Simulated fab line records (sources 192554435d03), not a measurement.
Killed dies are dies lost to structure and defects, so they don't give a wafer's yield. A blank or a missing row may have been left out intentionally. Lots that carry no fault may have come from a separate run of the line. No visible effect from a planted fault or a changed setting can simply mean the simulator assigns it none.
Matching of chambers | flow n5_finfet | 4 sister chambers for N5_BEOL_M13_ETCH_67 on rie_diel-05
The step etches SiARC in CF4, target depth 143 nm, time 238.3 s. 16 wafers are shown with their chamber, then 8 later ones without.

## WAFERS PAIRED WITH THEIR CHAMBERS
wafer  | chamber | showerhead_plenum_p_Torr (Torr) | drypump_motor_current_A (A) | oes_product_au (a.u.)
L074.4 | 0       | 2.28                            | 5.4                         | 0.74
L074.5 | 1       | 2.14                            | 5.2                         | 0.63
L074.6 | 2       | 2.11                            | 5.8                         | 0.60
L076.2 | 0       | 2.28                            | 5.4                         | 0.74
L076.3 | 3       | 2.12                            | 5.6                         | 0.56
L076.5 | 0       | 2.28                            | 5.4                         | 0.75
L082.1 | 2       | 2.11                            | 5.9                         | 0.59
L082.3 | 0       | 2.28                            | 5.4                         | 0.74
L082.5 | 2       | 2.11                            | 5.9                         | 0.60
L085.1 | 1       | 2.13                            | 5.2                         | 0.62
L085.2 | 0       | 2.28                            | 5.4                         | 0.73
L085.6 | 1       | 2.13                            | 5.2                         | 0.62
L083.1 | 0       | 2.27                            | 5.4                         | 0.73
L083.3 | 3       | 2.12                            | 5.6                         | 0.55
L083.4 | 2       | 2.11                            | 5.9                         | 0.59
L088.2 | 0       | 2.27                            | 5.4                         | 0.72

SIGNATURES, as means of the wafers listed above
reading                  | chamber 0 | chamber 1 | chamber 2 | chamber 3 | scatter within a chamber
showerhead_plenum_p_Torr | 2.2771    | 2.1333    | 2.1100    | 2.1200    | 0.00418
drypump_motor_current_A  | 5.400     | 5.200     | 5.875     | 5.600     | 0.025
oes_product_au           | 0.7357    | 0.6233    | 0.5950    | 0.5550    | 0.0081
Rule: a wafer's distance from a chamber is the root of the sum, over the readings, of the square of ((its reading less the chamber's mean) divided by the reading's scatter). The wafer belongs to the nearest chamber; if the next one is less than 2 further off, it can't be placed. How the scatter is found: for the shown wafers, subtract from each reading the mean of its chamber, square and add these, divide the total by (wafers less chambers), then take the root.

## WAFERS WITHOUT THEIR CHAMBER
wafer  | showerhead_plenum_p_Torr (Torr) | drypump_motor_current_A (A) | oes_product_au (a.u.)
L088.4 | 2.27                            | 5.4                         | 0.73
L088.5 | 2.13                            | 5.2                         | 0.61
L090.3 | 2.11                            | 5.9                         | 0.80
L090.4 | 2.12                            | 5.2                         | 0.60
L090.5 | 2.27                            | 5.3                         | 0.71
L091.1 | 2.27                            | 5.4                         | 0.71
L091.2 | 2.11                            | 5.9                         | 0.80
L091.3 | 2.12                            | 5.2                         | 0.61

## THE CHAMBER EACH PASSED THROUGH
wafer  | from the rows above | in truth
L088.4 | 0                   | 0
L088.5 | 1                   | 1
L090.3 | 2                   | 2
L090.4 | 1                   | 1
L090.5 | 0                   | 0
L091.1 | 0                   | 0
L091.2 | 2                   | 2
L091.3 | 1                   | 1
Correctly placed: 8 of 8. Not placeable from these rows: 0. 0 placed wrongly.
